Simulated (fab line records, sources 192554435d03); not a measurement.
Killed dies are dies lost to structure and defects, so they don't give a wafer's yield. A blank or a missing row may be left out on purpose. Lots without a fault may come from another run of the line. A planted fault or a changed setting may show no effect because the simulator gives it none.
Which tool did it? | flow n5_finfet | 12 lots, 34 wafers sampled, at 5 steps of a route of 1938

WHAT THE GAUGES READ, wafer by wafer
N5_BEOL_M13_INSPECT_12: inspects for defects (macro).
lot  | measured     | on                | raw_defect_count
L701 | day 11 18:33 | defect_inspect-02 | 1 0
L703 | day 12 01:26 | defect_inspect-01 | 3 3 2
L704 | day 12 07:49 | defect_inspect-02 | 4 0
L707 | day 13 02:32 | defect_inspect-02 | 1 1 1
L708 | day 13 02:47 | defect_inspect-02 | 2 2 1
L715 | day 14 09:48 | defect_inspect-01 | 0 1 1
L716 | day 15 06:44 | defect_inspect-02 | 0 3 2
L714 | day 15 07:01 | defect_inspect-02 | 2 2 0
L717 | day 15 07:38 | defect_inspect-02 | 1 1 0
L723 | day 16 10:27 | defect_inspect-01 | 1 1 1
L722 | day 17 04:10 | defect_inspect-01 | 1 2 3
L724 | day 17 13:32 | defect_inspect-01 | 1 2 3

N5_BEOL_M13_CD_MEAS_28: target cd 209.5 nm.
lot  | measured     | on        | cd_nm (nm)
L701 | day 11 19:29 | cd_sem-01 | 208.6 210.7
L703 | day 12 02:29 | cd_sem-01 | 214.5 211.3 211.4
L704 | day 12 08:45 | cd_sem-03 | 211.6 209.1
L707 | day 13 03:26 | cd_sem-01 | 209.9 209.2 210.1
L708 | day 13 03:49 | cd_sem-01 | 210.3 212.8 211.5
L715 | day 14 10:44 | cd_sem-01 | 209.7 211.1 209.8
L716 | day 15 07:40 | cd_sem-02 | 209.5 210.5 210.6
L714 | day 15 08:02 | cd_sem-02 | 210.6 209.6 209.9
L717 | day 15 08:37 | cd_sem-03 | 210.9 210.5 210.9
L723 | day 16 12:09 | cd_sem-02 | 209.4 206.6 210.4
L722 | day 17 05:03 | cd_sem-03 | 212.2 209.2 210.2
L724 | day 17 14:25 | cd_sem-02 | 209.0 212.1 208.2

N5_BEOL_M13_OVL_MEAS_29.
lot  | measured     | on         | M13_OVL (nm)
L701 | day 11 19:31 | overlay-02 | -6 -8
L703 | day 12 02:31 | overlay-01 | 2 6 4
L704 | day 12 08:47 | overlay-02 | -4 1
L707 | day 13 03:28 | overlay-02 | -7 -18 -2
L708 | day 13 03:50 | overlay-01 | 8 9 9
L715 | day 14 10:46 | overlay-01 | 34 31 36
L716 | day 15 07:42 | overlay-01 | -4 3 10
L714 | day 15 08:04 | overlay-02 | 33 33 33
L717 | day 15 08:39 | overlay-02 | 36 43 39
L723 | day 16 12:11 | overlay-02 | 7 5 2
L722 | day 17 05:05 | overlay-01 | 1 -5 7
L724 | day 17 14:27 | overlay-02 | 1 -1 4

WHICH TOOL RAN EACH LOT (tool, then ch and the chambers of the sampled wafers, then the start)
lot  | N5_BEOL_M13_DESCUM_15              | N5_BEOL_M13_EXPOSE_25
L701 | rie_diel-01 ch 1,3, day 11 18:37   | krf_scanner-01 ch 0, day 11 19:19
L703 | rie_diel-02 ch 0,1, day 12 01:37   | krf_scanner-01 ch 0, day 12 02:19
L704 | rie_diel-03 ch 2,3, day 12 07:53   | krf_scanner-01 ch 0, day 12 08:35
L707 | rie_diel-03 ch 1,2,3, day 13 02:34 | krf_scanner-02 ch 0, day 13 03:16
L708 | rie_diel-02 ch 0,1, day 13 02:49   | krf_scanner-01 ch 0, day 13 03:38
L715 | rie_diel-02 ch 0,1, day 14 09:50   | krf_scanner-01 ch 0, day 14 10:34
L716 | rie_diel-02 ch 1,2,3, day 15 06:46 | krf_scanner-02 ch 0, day 15 07:30
L714 | rie_diel-01 ch 1,2,3, day 15 07:03 | krf_scanner-01 ch 0, day 15 07:52
L717 | rie_diel-02 ch 1,2,3, day 15 07:46 | krf_scanner-01 ch 0, day 15 08:27
L723 | rie_diel-01 ch 0,1,3, day 16 11:10 | krf_scanner-02 ch 0, day 16 11:59
L722 | rie_diel-01 ch 0,1, day 17 04:12   | krf_scanner-02 ch 0, day 17 04:53
L724 | rie_diel-02 ch 0,1,3, day 17 13:34 | krf_scanner-02 ch 0, day 17 14:15
- N5_BEOL_M13_DESCUM_15: chemistry O2, time 7.9 s.
- N5_BEOL_M13_EXPOSE_25: exposes mask M13, target cd 210 nm.

WHAT THE TOOLS THEMSELVES READ (means of the sampled wafers that have a number; where no wafer has one, the mark that the record gives instead)
N5_BEOL_M13_DESCUM_15.
lot  | tool        | drypump_motor_current_A (A) | oes_product_au (a.u.) | rf_vpp_V (V) | showerhead_plenum_p_Torr (Torr) | throttle_valve_pct (%)
L701 | rie_diel-01 | 5.7                         | 0.72                  | 242.2        | 1.98                            | 20.80
L703 | rie_diel-02 | 5.6                         | 0.85                  | 243.6        | 2.10                            | 20.35
L704 | rie_diel-03 | 5.6                         | 0.82                  | 241.9        | 2.02                            | 20.62
L707 | rie_diel-03 | 5.4                         | 0.85                  | 242.8        | 2.03                            | 20.58
L708 | rie_diel-02 | 5.6                         | 0.84                  | 242.1        | 2.09                            | 20.37
L715 | rie_diel-02 | 5.6                         | 0.78                  | 242.1        | 2.05                            | 20.58
L716 | rie_diel-02 | 5.6                         | 0.74                  | 242.9        | 2.06                            | 20.56
L714 | rie_diel-01 | 5.8                         | 0.70                  | 242.3        | 2.04                            | 20.63
L717 | rie_diel-02 | 5.6                         | 0.74                  | 242.9        | 2.06                            | 20.57
L723 | rie_diel-01 | 5.9                         | 0.78                  | 242.8        | 2.09                            | 20.60
L722 | rie_diel-01 | 5.7                         | 0.69                  | 241.7        | 1.99                            | 20.49
L724 | rie_diel-02 | 5.5                         | 0.77                  | 243.4        | 2.08                            | 20.50

THE ANSWER, worked out from the rows above alone
Rule: what is usual is taken from the lots themselves. Put in order of their means at a reading, lots are off if they are a third of the lots or fewer, leave a main group of 4 or more, and stand apart from it by a gap of 3 or more times the standard deviation of the main group's means; of several such gaps the widest counts. A main group whose means are all the same, to the digits that the tables above print for the reading, isn't used. A lot without any number at a reading at which 4 lots or more have one is off too. The other lots that the step has rows for count as sound. The gauges are gone through in route order, then the tools' own readings, and for those a lot's mean is taken as printed above. The first step at which some lot is off is used, and at that step the reading that is off furthest; a lot without a number counts as furthest.
Off: L715, L714, L717, at N5_BEOL_M13_OVL_MEAS_29 (M13_OVL). The main group: mean 1 nm, standard deviation 5.3.
A tool fits if, at a process step before that reading, it ran every lot that is off, and no sound lot after the first of them. The gauges at N5_BEOL_M13_OVL_MEAS_29 are tried like those tools. One fits: krf_scanner-01 at N5_BEOL_M13_EXPOSE_25. Its last sound lot is L708 (day 13 03:38), its first lot that is off L715 (day 14 10:34): a fault that began between those two fits.

WHAT THE SIMULATOR HAD PUT IN
Scanner matching overlay: krf_scanner-01, from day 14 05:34 on, at N5_BEOL_M13_EXPOSE_25. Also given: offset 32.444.
Lots struck among those shown: L715, L714, L717. The rule above found the same.
